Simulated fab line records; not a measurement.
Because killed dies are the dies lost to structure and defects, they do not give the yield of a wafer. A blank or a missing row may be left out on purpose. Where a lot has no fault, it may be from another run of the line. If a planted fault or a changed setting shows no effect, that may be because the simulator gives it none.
A lot that was struck, set against a sound lot / flow nandHarc / 13 out of 1159 route steps
Sound: the wafers L220.2, L220.4, L220.5. Wafers struck: L235.3, L235.4, L235.6. At the end, the cause is stated.
Order at every step that has rows: each side's tool, ch and its chambers, its first start. Under that, the readings that differ: sound wafers / struck wafers / difference of the means / sigmas: that difference in standard deviations of wafers without a fault.
alike: words and numbers the same on both sides, and readings whose means are apart by under 2 such deviations; not compared: readings that were withheld, readings missing a value for some wafer, numbers with overlapping values and no deviation given by the record, and bounds like >300 which may hide the same value.
A row with sigmas, a row that says differs or no value, or rows on one side alone: a step with any of these is where the two part. Numbers that don't overlap but have no deviation are shown without sigmas and don't part them. A reading that every wafer of one side lacks parts them only if that side has two wafers or more.

NHARC_A_BLC_CVD_24: deposits W, target thk 150 nm, time 434 s.
  sound: cvdW-02 ch 0,1; struck: cvdW-02 ch 0,1
  alike: heaterPowerW, mfcH2Sccm, throttleValvePct
NHARC_A_BLC_CMP_25: polishes, t overpolish 30 s, target thk 150 nm.
  sound on cmp-04 ch 1,2,3, day 18 13:47; struck on cmp-04 ch 0,2,3, day 23 15:35
  alike: motorCurrentA, overpolishRunS, slurryFlowMlMin, timeToEndpointS
after that, 1 step had no rows for these wafers: NHARC_A_BLC_SRD_27.
NHARC_A_BLC_INSPECT_28:
  sound on defectInspect-01, day 18 14:08; struck on defectInspect-01, day 23 15:59
  alike: rawDefectCount
then, 7 steps without rows for these wafers: NHARC_A_M0_DEP_00 (deposits SiOC, target thk 150 nm); NHARC_A_M0_DEHYDRATE_01 (time 120 s); NHARC_A_M0_HMDS_02 (time 30 s); NHARC_A_M0_COAT_33 (time 65 s); NHARC_A_M0_COAT_03 (resist thk 90 nm); NHARC_A_M0_SOFTBAKE_04 (time 55 s); NHARC_A_M0_EBR_05.
NHARC_A_M0_EXPOSE_06: exposes mask A M0, target cd 80 nm.
  struck on arfiScanner-02, day 23 16:53; sound on arfiScanner-03 ch 0, day 18 15:05
  no value came back on the struck wafers for exposureDoseMJCm2, focusOffsetNm (nm), na; on the sound wafers exposureDoseMJCm2 reads 83.22 83.19 83.19
  alike: mask
then, 1 step without rows for these wafers: NHARC_A_M0_PEB_07 (peb time 65 s).

== WHERE THEY PART ==
Only at NHARC_A_M0_EXPOSE_06, as far as this record shows.

WHY: what the simulator had put in
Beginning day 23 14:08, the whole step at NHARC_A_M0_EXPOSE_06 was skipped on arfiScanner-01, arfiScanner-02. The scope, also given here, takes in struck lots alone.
